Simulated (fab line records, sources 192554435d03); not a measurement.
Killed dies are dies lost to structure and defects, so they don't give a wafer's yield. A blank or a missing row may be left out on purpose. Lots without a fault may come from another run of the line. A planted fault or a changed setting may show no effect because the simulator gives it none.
Split-lot experiment | flow n5_finfet | 7 lots, 21 wafers read, on a route of 1938 steps

THE SPLIT
At N5_BEOL_M11_EXPOSE_08 (exposes mask M11), the setting dose_mj was moved away from the recipe's 53.75 on 9 of the 21 wafers read, by -3.8% to +7.2%. The other wafers ran this setting at the recipe's value.

FROM THE SPLIT TO THE READING: what the file shows between them, 18 steps
- N5_BEOL_M11_PEB_09: peb time 60 s
- N5_BEOL_M11_DEVELOP_10: develop time 30 s
- N5_BEOL_M11_CD_MEAS_11: target cd 64.1 nm
- N5_BEOL_M11_DESCUM_16: chemistry O2, time 7.9 s
- N5_BEOL_M11_ETCH_61: etches SiARC in CF4, target depth 39 nm, time 65 s
- N5_BEOL_M11_ETCH_62: etches SOC in N2/H2, target depth 110 nm, overetch 22 nm, time 165 s
- N5_BEOL_M11_STRIP_68: strips in N2/H2
- N5_BEOL_M11_STRIP_67: strips in CF4
- N5_BEOL_M11_HM_OPEN_17: chemistry Cl2/BCl3, target TiN, target depth 20 nm, overetch 6 nm
- N5_BEOL_M11_STRIP_19: strips in O2
- N5_BEOL_M11_CD_MEAS_18: pitch 140 nm, target cd 70 nm
- N5_BEOL_M11_COAT_63: time 60 s, resist thk 100 nm
- N5_BEOL_M11_COAT_64: time 60 s, resist thk 30 nm
- N5_BEOL_M11_STRIP_77: strips in N2/H2, time 10 s
- N5_BEOL_M11_HM_STRIP_39: strips TiN in peroxide tin strip, target depth 25 nm, time 158 s
- N5_BEOL_M11_SRD_40: time 30 s
- N5_BEOL_M11_PRECLEAN_42: cleans in residue remover, time 60 s
- N5_BEOL_M11_SRD_43: time 30 s

THE READING
cd_nm, in nm, at N5_BEOL_M11_CD_MEAS_35 (target cd 70 nm). Fault-free wafers of this fab line usually give 70.0 nm, standard deviation 0.69 nm.

wafer  | tool, chamber at the split | dose_mj as run | against the recipe | cd_nm, nm | against lot-mates on the recipe
L075.2 | arfi_scanner-01, 0         | 53.75          | recipe             | 69.4      | -
L075.4 | arfi_scanner-01, 0         | 51.72          | -3.8%              | 68.2      | -1.6
L075.6 | arfi_scanner-01, 0         | 53.75          | recipe             | 70.2      | -
L078.2 | arfi_scanner-02, 0         | 52.18          | -2.9%              | 69.5      | no lot-mate on the recipe
L078.4 | arfi_scanner-02, 0         | 52.18          | -2.9%              | 69.1      | no lot-mate on the recipe
L078.6 | arfi_scanner-02, 0         | 52.18          | -2.9%              | 70.1      | no lot-mate on the recipe
L080.3 | arfi_scanner-01, 0         | 53.75          | recipe             | 69.7      | -
L080.4 | arfi_scanner-01, 0         | 53.75          | recipe             | 69.7      | -
L080.6 | arfi_scanner-01, 0         | 53.75          | recipe             | 69.1      | -
L076.3 | arfi_scanner-02, 0         | 55.73          | +3.7%              | 71.6      | +1.3
L076.4 | arfi_scanner-02, 0         | 53.75          | recipe             | 70.3      | -
L076.6 | arfi_scanner-02, 0         | 55.73          | +3.7%              | 72.9      | +2.6
L090.2 | arfi_scanner-02, 0         | 57.6           | +7.2%              | 72.6      | +3.7
L090.3 | arfi_scanner-02, 0         | 57.6           | +7.2%              | 73.6      | +4.7
L090.6 | arfi_scanner-02, 0         | 53.75          | recipe             | 68.9      | -
L091.2 | arfi_scanner-02, 0         | 53.75          | recipe             | 70.2      | -
L091.3 | arfi_scanner-02, 0         | 53.75          | recipe             | 69.0      | -
L091.5 | arfi_scanner-02, 0         | 53.75          | recipe             | 70.6      | -
L088.2 | arfi_scanner-03, 0         | 53.75          | recipe             | 70.8      | -
L088.5 | arfi_scanner-03, 0         | 55.84          | +3.9%              | 72.6      | +2.0
L088.6 | arfi_scanner-03, 0         | 53.75          | recipe             | 70.4      | -

THE FIT
A straight line over all 21 wafers: cd_nm changes by +0.433 nm for each +1% of dose_mj; r = +0.87; the points scatter about the line by 0.73 nm.
The same after taking each lot's own level away (the mean of its wafers on the recipe; 18 wafers): +0.55 nm for each +1%; r = +0.96; scatter 0.48 nm.
On that fit, the largest move of dose_mj shifts the reading by 3.9 nm.
The lots' own levels span 68.90 to 70.60 nm, that is 2.5 times the standard deviation above.
So the lot-to-lot level changes the slope: the two fits differ.
Check: with one of the wafers moved furthest among these (+7.2%) left out of the fit, the line predicts +4.11 nm for it against its lot-mates. It came out at +3.7 nm against them.

THE WHOLE CHAIN: every reading that the file lists as answering this split, in the file's order
step                   | what it does                                                         | reading                                                                | change (the file's fit)               | r (the file's)
N5_BEOL_M11_CD_MEAS_11 | target cd 64.1 nm                                                    | cd_nm                                                                  | +0.502 nm for each +1% of the setting | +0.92
N5_BEOL_M11_ETCH_61    | etches SiARC in CF4, target depth 39 nm, time 65 s                   | BEOL_M11.cd_offset_nm (the simulator's own value, which no gauge read) | +0.548 nm for each +1% of the setting | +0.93
N5_BEOL_M11_ETCH_62    | etches SOC in N2/H2, target depth 110 nm, overetch 22 nm, time 165 s | BEOL_M11.cd_offset_nm (the simulator's own value, which no gauge read) | +0.517 nm for each +1% of the setting | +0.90
N5_BEOL_M11_HM_OPEN_17 | chemistry Cl2/BCl3, target TiN, target depth 20 nm, overetch 6 nm    | BEOL_M11.cd_offset_nm (the simulator's own value, which no gauge read) | +0.528 nm for each +1% of the setting | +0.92
N5_BEOL_M11_CD_MEAS_18 | pitch 140 nm, target cd 70 nm                                        | cd_nm                                                                  | +0.546 nm for each +1% of the setting | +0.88
N5_BEOL_M11_CD_MEAS_35 | target cd 70 nm                                                      | cd_nm                                                                  | +0.539 nm for each +1% of the setting | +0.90

THE FILE'S OWN FIT
cd_nm changes by +0.539 nm for each +1% of dose_mj, r = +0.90.
